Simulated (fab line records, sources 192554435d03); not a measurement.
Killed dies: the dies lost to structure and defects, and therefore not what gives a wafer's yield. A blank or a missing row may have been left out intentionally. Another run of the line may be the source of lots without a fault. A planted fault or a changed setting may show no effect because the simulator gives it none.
fab line records || flow n5_finfet
record: {"lots": 12, "wafers": 36, "last_day": 21}
route steps=1938 shown BEOL_M8@1332
lots that met no fault: taken from a fault-free run of the same line
start_h: hours from the record's opening day to when the first of the lot's shown wafers began || wait_h: how many hours have passed since the lot's step before this one || " unchanged from the row above || L1.1+2: a single row standing in for several wafers || - either no value or no given start || * or withheld: withheld || < > ~ a bound
route shown NAME@n: a module of which the file shows steps, and the number in the route of the first || usual: mean/standard deviation of fault-free wafers || same: alike in all rows || chamber/n: place in a boat || sites: the reading at each site || _std_site: the values' standard deviation || _edge_site: inner sites' mean taken away from outer sites' mean || radius_mm: for every site, how far away it sits from the centre of the wafer || mask NAME#n: copy n || behind: the tool/chamber that last shaped the wafer || hold: the reason the lot was held/the length of the hold in hours/how it ended || device: the transistor (n, p or np) that didn't switch || end of line: tests of these same wafers at the route's end || a step without rows: its recipe alone || killed: dies that structure and defects cost at the first sort, which is not the same as the wafer's yield || map: dies across one wafer; x = killed, . = not, _ = none there
set.NAME: the run value of the setting; set.NAME@STEP: its run value at that earlier step || model.NAME: the simulator's own value behind a step, which no gauge read
one table for each step of the route and one row for each wafer, over a sample of lots
services: a tool's chamber out of use, with start hour (start_h, from the record's first day; less than 0 if before it), hours out, and reason
== steps ==
step: N5_BEOL_M8_ILD_DEP_00
recipe: {"material": "SiCOH_lowk", "target_thk_a": 1797.5, "temp_c": 300, "precursor": "DEMS/porogen", "pressure_torr": 5, "rf_w": 500, "time_s": 33.4}
usual: {"chamber_pressure_Torr": "5.001/0.0098", "heater_power_outer_w": "159/29", "heater_power_w": "324/50", "showerhead_plenum_p_Torr": "5.732/0.018", "throttle_valve_pct": "13.8/0.75"}
same: {"time_s": 33.4}
{"lot.wafer": "L534.1", "tool": "pecvd-01", "chamber": 0, "start_h": 260.28, "wait_h": 0.0, "chamber_pressure_Torr": 5.003, "heater_power_outer_w": 175, "heater_power_w": 324, "showerhead_plenum_p_Torr": 5.711, "throttle_valve_pct": 14.7}
{"lot.wafer": "L534.3", "tool": "pecvd-01", "chamber": 1, "start_h": 260.28, "wait_h": 0.0, "chamber_pressure_Torr": 4.980, "heater_power_outer_w": 182, "heater_power_w": 372, "showerhead_plenum_p_Torr": 5.766, "throttle_valve_pct": 14.1}
{"lot.wafer": "L534.6", "tool": "pecvd-01", "chamber": 2, "start_h": 260.28, "wait_h": 0.0, "chamber_pressure_Torr": 5.009, "heater_power_outer_w": 149, "heater_power_w": 345, "showerhead_plenum_p_Torr": 5.722, "throttle_valve_pct": 13.1}
{"lot.wafer": "L533.3", "tool": "pecvd-01", "chamber": 2, "start_h": 264.11, "wait_h": 0.0, "chamber_pressure_Torr": 4.984, "heater_power_outer_w": 155, "heater_power_w": 339, "showerhead_plenum_p_Torr": 5.726, "throttle_valve_pct": 12.8}
{"lot.wafer": "L533.4", "tool": "pecvd-01", "chamber": 2, "start_h": 264.11, "wait_h": 0.0, "chamber_pressure_Torr": 4.988, "heater_power_outer_w": 155, "heater_power_w": 356, "showerhead_plenum_p_Torr": 5.723, "throttle_valve_pct": 13.5}
{"lot.wafer": "L533.6", "tool": "pecvd-01", "chamber": 1, "start_h": 264.11, "wait_h": 0.0, "chamber_pressure_Torr": 5.008, "heater_power_outer_w": 190, "heater_power_w": 379, "showerhead_plenum_p_Torr": 5.745, "throttle_valve_pct": 14.2}
{"lot.wafer": "L535.1", "tool": "pecvd-02", "chamber": 1, "start_h": 279.38, "wait_h": 0.0, "chamber_pressure_Torr": 4.985, "heater_power_outer_w": 164, "heater_power_w": 346, "showerhead_plenum_p_Torr": 5.755, "throttle_valve_pct": 14.4}
{"lot.wafer": "L535.4", "tool": "pecvd-02", "chamber": 1, "start_h": 279.38, "wait_h": 0.0, "chamber_pressure_Torr": 5.003, "heater_power_outer_w": 172, "heater_power_w": 337, "showerhead_plenum_p_Torr": 5.760, "throttle_valve_pct": 14.2}
{"lot.wafer": "L535.6", "tool": "pecvd-02", "chamber": 2, "start_h": 279.38, "wait_h": 0.0, "chamber_pressure_Torr": 4.995, "heater_power_outer_w": 92, "heater_power_w": 208, "showerhead_plenum_p_Torr": 5.735, "throttle_valve_pct": 12.7}
{"lot.wafer": "L539.2", "tool": "pecvd-01", "chamber": 2, "start_h": 294.80, "wait_h": 0.0, "chamber_pressure_Torr": 5.003, "heater_power_outer_w": 168, "heater_power_w": 363, "showerhead_plenum_p_Torr": 5.724, "throttle_valve_pct": 13.5}
{"lot.wafer": "L539.3", "tool": "pecvd-01", "chamber": 0, "start_h": 294.80, "wait_h": 0.0, "chamber_pressure_Torr": 5.025, "heater_power_outer_w": 164, "heater_power_w": 305, "showerhead_plenum_p_Torr": 5.700, "throttle_valve_pct": 14.6}
{"lot.wafer": "L539.5", "tool": "pecvd-01", "chamber": 0, "start_h": 294.80, "wait_h": 0.0, "chamber_pressure_Torr": 5.005, "heater_power_outer_w": 167, "heater_power_w": 324, "showerhead_plenum_p_Torr": 5.709, "throttle_valve_pct": 14.8}
{"lot.wafer": "L538.2", "tool": "pecvd-03", "chamber": 2, "start_h": 306.16, "wait_h": 0.0, "chamber_pressure_Torr": 4.998, "heater_power_outer_w": 170, "heater_power_w": 356, "showerhead_plenum_p_Torr": 5.701, "throttle_valve_pct": 12.5}
{"lot.wafer": "L538.3", "tool": "pecvd-03", "chamber": 0, "start_h": 306.16, "wait_h": 0.0, "chamber_pressure_Torr": 5.006, "heater_power_outer_w": 142, "heater_power_w": 326, "showerhead_plenum_p_Torr": 5.745, "throttle_valve_pct": 14.1}
{"lot.wafer": "L538.4", "tool": "pecvd-03", "chamber": 0, "start_h": 306.16, "wait_h": 0.0, "chamber_pressure_Torr": 5.013, "heater_power_outer_w": 146, "heater_power_w": 317, "showerhead_plenum_p_Torr": 5.743, "throttle_valve_pct": 13.8}
{"lot.wafer": "L542.2", "tool": "pecvd-03", "chamber": 2, "start_h": 315.66, "wait_h": 0.0, "chamber_pressure_Torr": 4.991, "heater_power_outer_w": 142, "heater_power_w": 297, "showerhead_plenum_p_Torr": 5.703, "throttle_valve_pct": 12.2}
{"lot.wafer": "L542.3", "tool": "pecvd-03", "chamber": 0, "start_h": 315.66, "wait_h": 0.0, "chamber_pressure_Torr": 4.971, "heater_power_outer_w": 148, "heater_power_w": 324, "showerhead_plenum_p_Torr": 5.716, "throttle_valve_pct": 13.9}
{"lot.wafer": "L542.4", "tool": "pecvd-03", "chamber": 2, "start_h": 315.66, "wait_h": 0.0, "chamber_pressure_Torr": 4.993, "heater_power_outer_w": 146, "heater_power_w": 315, "showerhead_plenum_p_Torr": 5.731, "throttle_valve_pct": 12.1}
{"lot.wafer": "L549.2", "tool": "pecvd-02", "chamber": 0, "start_h": 372.72, "wait_h": 0.0, "chamber_pressure_Torr": 4.996, "heater_power_outer_w": 151, "heater_power_w": 287, "showerhead_plenum_p_Torr": 5.714, "throttle_valve_pct": 13.7}
{"lot.wafer": "L549.4", "tool": "pecvd-02", "chamber": 1, "start_h": 372.72, "wait_h": 0.0, "chamber_pressure_Torr": 5.012, "heater_power_outer_w": 175, "heater_power_w": 349, "showerhead_plenum_p_Torr": 5.740, "throttle_valve_pct": 14.4}
{"lot.wafer": "L549.5", "tool": "pecvd-02", "chamber": 0, "start_h": 372.72, "wait_h": 0.0, "chamber_pressure_Torr": 4.991, "heater_power_outer_w": 156, "heater_power_w": 297, "showerhead_plenum_p_Torr": 5.726, "throttle_valve_pct": 14.0}
{"lot.wafer": "L552.1", "tool": "pecvd-03", "chamber": 2, "start_h": 382.01, "wait_h": 0.0, "chamber_pressure_Torr": 4.987, "heater_power_outer_w": 154, "heater_power_w": 330, "showerhead_plenum_p_Torr": 5.705, "throttle_valve_pct": 12.6}
{"lot.wafer": "L552.5", "tool": "pecvd-03", "chamber": 1, "start_h": 382.01, "wait_h": 0.0, "chamber_pressure_Torr": 5.004, "heater_power_outer_w": 150, "heater_power_w": 300, "showerhead_plenum_p_Torr": 5.763, "throttle_valve_pct": 14.7}
{"lot.wafer": "L552.6", "tool": "pecvd-03", "chamber": 0, "start_h": 382.01, "wait_h": 0.0, "chamber_pressure_Torr": 4.996, "heater_power_outer_w": 160, "heater_power_w": 333, "showerhead_plenum_p_Torr": 5.745, "throttle_valve_pct": 13.7}
{"lot.wafer": "L553.2", "tool": "pecvd-01", "chamber": 1, "start_h": 383.14, "wait_h": 0.0, "chamber_pressure_Torr": 5.019, "heater_power_outer_w": 166, "heater_power_w": 359, "showerhead_plenum_p_Torr": 5.747, "throttle_valve_pct": 14.3}
{"lot.wafer": "L553.3", "tool": "pecvd-01", "chamber": 2, "start_h": 383.14, "wait_h": 0.0, "chamber_pressure_Torr": 5.025, "heater_power_outer_w": 173, "heater_power_w": 367, "showerhead_plenum_p_Torr": 5.724, "throttle_valve_pct": 13.3}
{"lot.wafer": "L553.4", "tool": "pecvd-01", "chamber": 0, "start_h": 383.14, "wait_h": 0.0, "chamber_pressure_Torr": 4.995, "heater_power_outer_w": 194, "heater_power_w": 359, "showerhead_plenum_p_Torr": 5.724, "throttle_valve_pct": 14.8}
{"lot.wafer": "L551.1", "tool": "pecvd-03", "chamber": 2, "start_h": 393.99, "wait_h": 0.0, "chamber_pressure_Torr": 5.004, "heater_power_outer_w": 190, "heater_power_w": 377, "showerhead_plenum_p_Torr": 5.720, "throttle_valve_pct": 12.5}
{"lot.wafer": "L551.4", "tool": "pecvd-03", "chamber": 2, "start_h": 393.99, "wait_h": 0.0, "chamber_pressure_Torr": 5.003, "heater_power_outer_w": 183, "heater_power_w": 378, "showerhead_plenum_p_Torr": 5.728, "throttle_valve_pct": 12.7}
{"lot.wafer": "L551.6", "tool": "pecvd-03", "chamber": 1, "start_h": 393.99, "wait_h": 0.0, "chamber_pressure_Torr": 5.004, "heater_power_outer_w": 155, "heater_power_w": 303, "showerhead_plenum_p_Torr": 5.756, "throttle_valve_pct": 14.6}
{"lot.wafer": "L556.1", "tool": "pecvd-01", "chamber": 0, "start_h": 403.54, "wait_h": 0.0, "chamber_pressure_Torr": 4.985, "heater_power_outer_w": 192, "heater_power_w": 342, "showerhead_plenum_p_Torr": 5.715, "throttle_valve_pct": 14.8}
{"lot.wafer": "L556.2", "tool": "pecvd-01", "chamber": 1, "start_h": 403.54, "wait_h": 0.0, "chamber_pressure_Torr": 4.992, "heater_power_outer_w": 177, "heater_power_w": 370, "showerhead_plenum_p_Torr": 5.753, "throttle_valve_pct": 14.1}
{"lot.wafer": "L556.4", "tool": "pecvd-01", "chamber": 0, "start_h": 403.54, "wait_h": 0.0, "chamber_pressure_Torr": 4.998, "heater_power_outer_w": 194, "heater_power_w": 344, "showerhead_plenum_p_Torr": 5.721, "throttle_valve_pct": 14.6}
{"lot.wafer": "L554.2", "tool": "pecvd-01", "chamber": 0, "start_h": 431.99, "wait_h": 0.0, "chamber_pressure_Torr": 4.998, "heater_power_outer_w": 189, "heater_power_w": 340, "showerhead_plenum_p_Torr": 5.715, "throttle_valve_pct": 14.8}
{"lot.wafer": "L554.3", "tool": "pecvd-01", "chamber": 1, "start_h": 431.99, "wait_h": 0.0, "chamber_pressure_Torr": 5.017, "heater_power_outer_w": 194, "heater_power_w": 401, "showerhead_plenum_p_Torr": 5.743, "throttle_valve_pct": 14.0}
{"lot.wafer": "L554.5", "tool": "pecvd-01", "chamber": 2, "start_h": 431.99, "wait_h": 0.0, "chamber_pressure_Torr": 5.003, "heater_power_outer_w": 170, "heater_power_w": 367, "showerhead_plenum_p_Torr": 5.722, "throttle_valve_pct": 13.6}
step: N5_BEOL_M8_INSPECT_13
recipe: {"mode": "adi", "inspect_instrument": "brightfield"}
usual: {"raw_defect_count": "418/110"}
{"lot.wafer": "L534.1", "tool": "defect_inspect-01", "chamber": "-", "start_h": 262.37, "wait_h": 0.0, "raw_defect_count": 314}
{"lot.wafer": "L534.3", "tool": "defect_inspect-01", "chamber": "-", "start_h": 262.37, "wait_h": 0.0, "raw_defect_count": 375}
{"lot.wafer": "L534.6", "tool": "defect_inspect-01", "chamber": "-", "start_h": 262.37, "wait_h": 0.0, "raw_defect_count": 276}
{"lot.wafer": "L533.3", "tool": "defect_inspect-01", "chamber": "-", "start_h": 266.17, "wait_h": 0.0, "raw_defect_count": 388}
{"lot.wafer": "L533.4", "tool": "defect_inspect-01", "chamber": "-", "start_h": 266.17, "wait_h": 0.0, "raw_defect_count": 303}
{"lot.wafer": "L533.6", "tool": "defect_inspect-01", "chamber": "-", "start_h": 266.17, "wait_h": 0.0, "raw_defect_count": 380}
{"lot.wafer": "L535.1", "tool": "defect_inspect-02", "chamber": "-", "start_h": 281.16, "wait_h": 0.0, "raw_defect_count": 687}
{"lot.wafer": "L535.4", "tool": "defect_inspect-02", "chamber": "-", "start_h": 281.16, "wait_h": 0.0, "raw_defect_count": 577}
{"lot.wafer": "L535.6", "tool": "defect_inspect-02", "chamber": "-", "start_h": 281.16, "wait_h": 0.0, "raw_defect_count": 389}
{"lot.wafer": "L539.2", "tool": "defect_inspect-02", "chamber": "-", "start_h": 297.52, "wait_h": 0.0, "raw_defect_count": 425}
{"lot.wafer": "L539.3", "tool": "defect_inspect-02", "chamber": "-", "start_h": 297.52, "wait_h": 0.0, "raw_defect_count": 580}
{"lot.wafer": "L539.5", "tool": "defect_inspect-02", "chamber": "-", "start_h": 297.52, "wait_h": 0.0, "raw_defect_count": 584}
{"lot.wafer": "L538.2", "tool": "defect_inspect-02", "chamber": "-", "start_h": 308.57, "wait_h": 0.0, "raw_defect_count": 541}
{"lot.wafer": "L538.3", "tool": "defect_inspect-02", "chamber": "-", "start_h": 308.57, "wait_h": 0.0, "raw_defect_count": 663}
{"lot.wafer": "L538.4", "tool": "defect_inspect-02", "chamber": "-", "start_h": 308.57, "wait_h": 0.0, "raw_defect_count": 578}
{"lot.wafer": "L542.2", "tool": "defect_inspect-01", "chamber": "-", "start_h": 317.75, "wait_h": 0.0, "raw_defect_count": 305}
{"lot.wafer": "L542.3", "tool": "defect_inspect-01", "chamber": "-", "start_h": 317.75, "wait_h": 0.0, "raw_defect_count": 365}
{"lot.wafer": "L542.4", "tool": "defect_inspect-01", "chamber": "-", "start_h": 317.75, "wait_h": 0.0, "raw_defect_count": 373}
{"lot.wafer": "L549.2", "tool": "defect_inspect-02", "chamber": "-", "start_h": 376.42, "wait_h": 0.0, "raw_defect_count": 387}
{"lot.wafer": "L549.4", "tool": "defect_inspect-02", "chamber": "-", "start_h": 376.42, "wait_h": 0.0, "raw_defect_count": 518}
{"lot.wafer": "L549.5", "tool": "defect_inspect-02", "chamber": "-", "start_h": 376.42, "wait_h": 0.0, "raw_defect_count": 337}
{"lot.wafer": "L552.1", "tool": "defect_inspect-01", "chamber": "-", "start_h": 386.44, "wait_h": 0.0, "raw_defect_count": 275}
{"lot.wafer": "L552.5", "tool": "defect_inspect-01", "chamber": "-", "start_h": 386.44, "wait_h": 0.0, "raw_defect_count": 353}
{"lot.wafer": "L552.6", "tool": "defect_inspect-01", "chamber": "-", "start_h": 386.44, "wait_h": 0.0, "raw_defect_count": 414}
{"lot.wafer": "L553.2", "tool": "defect_inspect-01", "chamber": "-", "start_h": 386.74, "wait_h": 0.0, "raw_defect_count": 371}
{"lot.wafer": "L553.3", "tool": "defect_inspect-01", "chamber": "-", "start_h": 386.74, "wait_h": 0.0, "raw_defect_count": 390}
{"lot.wafer": "L553.4", "tool": "defect_inspect-01", "chamber": "-", "start_h": 386.74, "wait_h": 0.0, "raw_defect_count": 299}
{"lot.wafer": "L551.1", "tool": "defect_inspect-01", "chamber": "-", "start_h": 396.49, "wait_h": 0.0, "raw_defect_count": 256}
{"lot.wafer": "L551.4", "tool": "defect_inspect-01", "chamber": "-", "start_h": 396.49, "wait_h": 0.0, "raw_defect_count": 392}
{"lot.wafer": "L551.6", "tool": "defect_inspect-01", "chamber": "-", "start_h": 396.49, "wait_h": 0.0, "raw_defect_count": 365}
{"lot.wafer": "L556.1", "tool": "defect_inspect-01", "chamber": "-", "start_h": 405.67, "wait_h": 0.0, "raw_defect_count": 236}
{"lot.wafer": "L556.2", "tool": "defect_inspect-01", "chamber": "-", "start_h": 405.67, "wait_h": 0.0, "raw_defect_count": 310}
{"lot.wafer": "L556.4", "tool": "defect_inspect-01", "chamber": "-", "start_h": 405.67, "wait_h": 0.0, "raw_defect_count": 267}
{"lot.wafer": "L554.2", "tool": "defect_inspect-02", "chamber": "-", "start_h": 435.98, "wait_h": 0.0, "raw_defect_count": 646}
{"lot.wafer": "L554.3", "tool": "defect_inspect-02", "chamber": "-", "start_h": 435.98, "wait_h": 0.0, "raw_defect_count": 458}
{"lot.wafer": "L554.5", "tool": "defect_inspect-02", "chamber": "-", "start_h": 435.98, "wait_h": 0.0, "raw_defect_count": 504}
step: N5_BEOL_M8_CD_MEAS_18
recipe: {"pitch_nm": 80, "target_cd_nm": 40}
usual: {"cd_nm": "40.3/0.73"}
{"lot.wafer": "L534.1", "tool": "cd_sem-02", "chamber": "-", "start_h": 263.39, "wait_h": 0.0, "cd_nm": 40.1}
{"lot.wafer": "L534.3", "tool": "cd_sem-02", "chamber": "-", "start_h": 263.39, "wait_h": 0.0, "cd_nm": 39.9}
{"lot.wafer": "L534.6", "tool": "cd_sem-02", "chamber": "-", "start_h": 263.39, "wait_h": 0.0, "cd_nm": 40.2}
{"lot.wafer": "L533.3", "tool": "cd_sem-01", "chamber": "-", "start_h": 266.96, "wait_h": 0.1, "cd_nm": 40.0}
{"lot.wafer": "L533.4", "tool": "cd_sem-01", "chamber": "-", "start_h": 266.96, "wait_h": 0.1, "cd_nm": 40.5}
{"lot.wafer": "L533.6", "tool": "cd_sem-01", "chamber": "-", "start_h": 266.96, "wait_h": 0.1, "cd_nm": 39.5}
{"lot.wafer": "L535.1", "tool": "cd_sem-01", "chamber": "-", "start_h": 282.02, "wait_h": 0.0, "cd_nm": 39.6}
{"lot.wafer": "L535.4", "tool": "cd_sem-01", "chamber": "-", "start_h": 282.02, "wait_h": 0.0, "cd_nm": 40.6}
{"lot.wafer": "L535.6", "tool": "cd_sem-01", "chamber": "-", "start_h": 282.02, "wait_h": 0.0, "cd_nm": 40.8}
{"lot.wafer": "L539.2", "tool": "cd_sem-01", "chamber": "-", "start_h": 298.15, "wait_h": 0.1, "cd_nm": 39.7}
{"lot.wafer": "L539.3", "tool": "cd_sem-01", "chamber": "-", "start_h": 298.15, "wait_h": 0.1, "cd_nm": 39.7}
{"lot.wafer": "L539.5", "tool": "cd_sem-01", "chamber": "-", "start_h": 298.15, "wait_h": 0.1, "cd_nm": 39.6}
{"lot.wafer": "L538.2", "tool": "cd_sem-02", "chamber": "-", "start_h": 309.99, "wait_h": 0.1, "cd_nm": 40.4}
{"lot.wafer": "L538.3", "tool": "cd_sem-02", "chamber": "-", "start_h": 309.99, "wait_h": 0.1, "cd_nm": 40.4}
{"lot.wafer": "L538.4", "tool": "cd_sem-02", "chamber": "-", "start_h": 309.99, "wait_h": 0.1, "cd_nm": 42.2}
{"lot.wafer": "L542.2", "tool": "cd_sem-02", "chamber": "-", "start_h": 318.24, "wait_h": 0.1, "cd_nm": 40.5}
{"lot.wafer": "L542.3", "tool": "cd_sem-02", "chamber": "-", "start_h": 318.24, "wait_h": 0.1, "cd_nm": 40.5}
{"lot.wafer": "L542.4", "tool": "cd_sem-02", "chamber": "-", "start_h": 318.24, "wait_h": 0.1, "cd_nm": 40.6}
{"lot.wafer": "L549.2", "tool": "cd_sem-01", "chamber": "-", "start_h": 377.57, "wait_h": 0.1, "cd_nm": 40.1}
{"lot.wafer": "L549.4", "tool": "cd_sem-01", "chamber": "-", "start_h": 377.57, "wait_h": 0.1, "cd_nm": 40.4}
{"lot.wafer": "L549.5", "tool": "cd_sem-01", "chamber": "-", "start_h": 377.57, "wait_h": 0.1, "cd_nm": 40.9}
{"lot.wafer": "L552.1", "tool": "cd_sem-01", "chamber": "-", "start_h": 386.95, "wait_h": 0.0, "cd_nm": 39.6}
{"lot.wafer": "L552.5", "tool": "cd_sem-01", "chamber": "-", "start_h": 386.95, "wait_h": 0.0, "cd_nm": 39.9}
{"lot.wafer": "L552.6", "tool": "cd_sem-01", "chamber": "-", "start_h": 386.95, "wait_h": 0.0, "cd_nm": 39.3}
{"lot.wafer": "L553.2", "tool": "cd_sem-02", "chamber": "-", "start_h": 387.25, "wait_h": 0.1, "cd_nm": 40.5}
{"lot.wafer": "L553.3", "tool": "cd_sem-02", "chamber": "-", "start_h": 387.25, "wait_h": 0.1, "cd_nm": 42.0}
{"lot.wafer": "L553.4", "tool": "cd_sem-02", "chamber": "-", "start_h": 387.25, "wait_h": 0.1, "cd_nm": 41.4}
{"lot.wafer": "L551.1", "tool": "cd_sem-01", "chamber": "-", "start_h": 397.07, "wait_h": 0.0, "cd_nm": 42.3}
{"lot.wafer": "L551.4", "tool": "cd_sem-01", "chamber": "-", "start_h": 397.07, "wait_h": 0.0, "cd_nm": 39.5}
{"lot.wafer": "L551.6", "tool": "cd_sem-01", "chamber": "-", "start_h": 397.07, "wait_h": 0.0, "cd_nm": 40.3}
{"lot.wafer": "L556.1", "tool": "cd_sem-01", "chamber": "-", "start_h": 406.18, "wait_h": 0.1, "cd_nm": 41.1}
{"lot.wafer": "L556.2", "tool": "cd_sem-01", "chamber": "-", "start_h": 406.18, "wait_h": 0.1, "cd_nm": 39.9}
{"lot.wafer": "L556.4", "tool": "cd_sem-01", "chamber": "-", "start_h": 406.18, "wait_h": 0.1, "cd_nm": 41.6}
{"lot.wafer": "L554.2", "tool": "cd_sem-01", "chamber": "-", "start_h": 436.48, "wait_h": 0.1, "cd_nm": 40.5}
{"lot.wafer": "L554.3", "tool": "cd_sem-01", "chamber": "-", "start_h": 436.48, "wait_h": 0.1, "cd_nm": 40.0}
{"lot.wafer": "L554.5", "tool": "cd_sem-01", "chamber": "-", "start_h": 436.48, "wait_h": 0.1, "cd_nm": 40.1}
step: N5_BEOL_M8_COAT_63
recipe: {"resist": "SOC", "temp_c": 250, "time_s": 60, "spin_rpm": 1500, "resist_thk_nm": 60}
usual: {"spin_speed_rpm": "1500.2/0.87"}
same: {"time_s": 60}
{"lot.wafer": "L534.1", "tool": "litho_track-02", "chamber": 0, "start_h": 265.63, "wait_h": 2.2, "spin_speed_rpm": 1501.4}
{"lot.wafer": "L534.3", "tool": "litho_track-02", "chamber": 0, "start_h": 265.63, "wait_h": 2.2, "spin_speed_rpm": 1499.7}
{"lot.wafer": "L534.6", "tool": "litho_track-02", "chamber": 0, "start_h": 265.63, "wait_h": 2.2, "spin_speed_rpm": 1501.1}
{"lot.wafer": "L533.3", "tool": "litho_track-02", "chamber": 0, "start_h": 269.63, "wait_h": 2.7, "spin_speed_rpm": 1500.9}
{"lot.wafer": "L533.4", "tool": "litho_track-02", "chamber": 0, "start_h": 269.63, "wait_h": 2.7, "spin_speed_rpm": 1501.4}
{"lot.wafer": "L533.6", "tool": "litho_track-02", "chamber": 0, "start_h": 269.63, "wait_h": 2.7, "spin_speed_rpm": 1500.9}
{"lot.wafer": "L535.1", "tool": "litho_track-04", "chamber": 0, "start_h": 282.05, "wait_h": 0.0, "spin_speed_rpm": 1500.1}
{"lot.wafer": "L535.4", "tool": "litho_track-04", "chamber": 0, "start_h": 282.05, "wait_h": 0.0, "spin_speed_rpm": 1499.9}
{"lot.wafer": "L535.6", "tool": "litho_track-04", "chamber": 0, "start_h": 282.05, "wait_h": 0.0, "spin_speed_rpm": 1499.6}
{"lot.wafer": "L539.2", "tool": "litho_track-01", "chamber": 0, "start_h": 298.45, "wait_h": 0.3, "spin_speed_rpm": 1500.9}
{"lot.wafer": "L539.3", "tool": "litho_track-01", "chamber": 0, "start_h": 298.45, "wait_h": 0.3, "spin_speed_rpm": 1499.1}
{"lot.wafer": "L539.5", "tool": "litho_track-01", "chamber": 0, "start_h": 298.45, "wait_h": 0.3, "spin_speed_rpm": 1500.9}
{"lot.wafer": "L538.2", "tool": "litho_track-01", "chamber": 0, "start_h": 310.44, "wait_h": 0.5, "spin_speed_rpm": 1567.4}
{"lot.wafer": "L538.3", "tool": "litho_track-01", "chamber": 0, "start_h": 310.44, "wait_h": 0.5, "spin_speed_rpm": 1568.4}
{"lot.wafer": "L538.4", "tool": "litho_track-01", "chamber": 0, "start_h": 310.44, "wait_h": 0.5, "spin_speed_rpm": 1567.1}
{"lot.wafer": "L542.2", "tool": "litho_track-01", "chamber": 0, "start_h": 321.64, "wait_h": 3.4, "spin_speed_rpm": 1568.4}
{"lot.wafer": "L542.3", "tool": "litho_track-01", "chamber": 0, "start_h": 321.64, "wait_h": 3.4, "spin_speed_rpm": 1567.2}
{"lot.wafer": "L542.4", "tool": "litho_track-01", "chamber": 0, "start_h": 321.64, "wait_h": 3.4, "spin_speed_rpm": 1565.0}
{"lot.wafer": "L549.2", "tool": "litho_track-01", "chamber": 0, "start_h": 379.84, "wait_h": 2.3, "spin_speed_rpm": 1499.9}
{"lot.wafer": "L549.4", "tool": "litho_track-01", "chamber": 0, "start_h": 379.84, "wait_h": 2.3, "spin_speed_rpm": 1501.4}
{"lot.wafer": "L549.5", "tool": "litho_track-01", "chamber": 0, "start_h": 379.84, "wait_h": 2.3, "spin_speed_rpm": 1501.2}
{"lot.wafer": "L552.1", "tool": "litho_track-01", "chamber": 0, "start_h": 389.23, "wait_h": 2.3, "spin_speed_rpm": 1499.9}
{"lot.wafer": "L552.5", "tool": "litho_track-01", "chamber": 0, "start_h": 389.23, "wait_h": 2.3, "spin_speed_rpm": 1499.9}
{"lot.wafer": "L552.6", "tool": "litho_track-01", "chamber": 0, "start_h": 389.23, "wait_h": 2.3, "spin_speed_rpm": 1499.3}
{"lot.wafer": "L553.2", "tool": "litho_track-04", "chamber": 0, "start_h": 389.23, "wait_h": 2.0, "spin_speed_rpm": 1500.3}
{"lot.wafer": "L553.3", "tool": "litho_track-04", "chamber": 0, "start_h": 389.23, "wait_h": 2.0, "spin_speed_rpm": 1500.1}
{"lot.wafer": "L553.4", "tool": "litho_track-04", "chamber": 0, "start_h": 389.23, "wait_h": 2.0, "spin_speed_rpm": 1499.7}
{"lot.wafer": "L551.1", "tool": "litho_track-01", "chamber": 0, "start_h": 397.77, "wait_h": 0.7, "spin_speed_rpm": 1499.5}
{"lot.wafer": "L551.4", "tool": "litho_track-01", "chamber": 0, "start_h": 397.77, "wait_h": 0.7, "spin_speed_rpm": 1499.7}
{"lot.wafer": "L551.6", "tool": "litho_track-01", "chamber": 0, "start_h": 397.77, "wait_h": 0.7, "spin_speed_rpm": 1500.2}
{"lot.wafer": "L556.1", "tool": "litho_track-02", "chamber": 0, "start_h": 406.85, "wait_h": 0.7, "spin_speed_rpm": 1499.0}
{"lot.wafer": "L556.2", "tool": "litho_track-02", "chamber": 0, "start_h": 406.85, "wait_h": 0.7, "spin_speed_rpm": 1500.2}
{"lot.wafer": "L556.4", "tool": "litho_track-02", "chamber": 0, "start_h": 406.85, "wait_h": 0.7, "spin_speed_rpm": 1498.7}
{"lot.wafer": "L554.2", "tool": "litho_track-01", "chamber": 0, "start_h": 438.03, "wait_h": 1.6, "spin_speed_rpm": 1499.4}
{"lot.wafer": "L554.3", "tool": "litho_track-01", "chamber": 0, "start_h": 438.03, "wait_h": 1.6, "spin_speed_rpm": 1499.4}
{"lot.wafer": "L554.5", "tool": "litho_track-01", "chamber": 0, "start_h": 438.03, "wait_h": 1.6, "spin_speed_rpm": 1500.3}
== services ==
{"tool": "pecvd-03", "chamber": 2, "start_h": 238.13, "hours": 4.2, "kind": "repair"}
{"tool": "pecvd-03", "chamber": 0, "start_h": 248.51, "hours": 5.5, "kind": "scheduled_down"}
{"tool": "pecvd-03", "chamber": "-", "start_h": 251.82, "hours": 0.4, "kind": "repair"}
{"tool": "pecvd-01", "chamber": 0, "start_h": 280.33, "hours": 2.1, "kind": "scheduled_down"}
{"tool": "pecvd-03", "chamber": 0, "start_h": 283.05, "hours": 2.1, "kind": "scheduled_down"}
{"tool": "pecvd-02", "chamber": 0, "start_h": 297.53, "hours": 2.1, "kind": "scheduled_down"}
{"tool": "pecvd-01", "chamber": 1, "start_h": 309.14, "hours": 5.5, "kind": "scheduled_down"}
{"tool": "litho_track-01", "chamber": "-", "start_h": 349.65, "hours": "-", "kind": "consumable_replace:filter"}
{"tool": "pecvd-02", "chamber": 2, "start_h": 359.96, "hours": "-", "kind": "clean"}
{"tool": "pecvd-02", "chamber": 2, "start_h": 359.96, "hours": 29.5, "kind": "scheduled_down"}
{"tool": "pecvd-02", "chamber": 2, "start_h": 359.96, "hours": 29.5, "kind": "vent_cycle"}
{"tool": "litho_track-04", "chamber": "-", "start_h": 388.79, "hours": "-", "kind": "consumable_replace:filter"}
{"tool": "pecvd-02", "chamber": "-", "start_h": 400.28, "hours": 6.0, "kind": "pm"}
== key ==
first_sign: {"step": "N5_BEOL_M8_COAT_63", "reading": "spin_speed_rpm", "direction": "up", "sigmas": 77, "usual": "*", "struck": "*"}
effect none on later readings
met_at N5_BEOL_M8_COAT_63
struck_lots L538,L542
not_acting_at N5_BEOL_M8_ILD_DEP_00,N5_BEOL_M8_INSPECT_13,N5_BEOL_M8_CD_MEAS_18
onset_between 298.45 310.44
fault: {"kind": "process_parameter_drift", "tool": "litho_track-01", "chamber": "-", "onset_h": 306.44, "steps": "N5_BEOL_M8_COAT_63", "channel": "spin_rpm", "offset": "*", "shape": "step", "end_h": 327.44, "acts_in": "*", "stated": "*"}
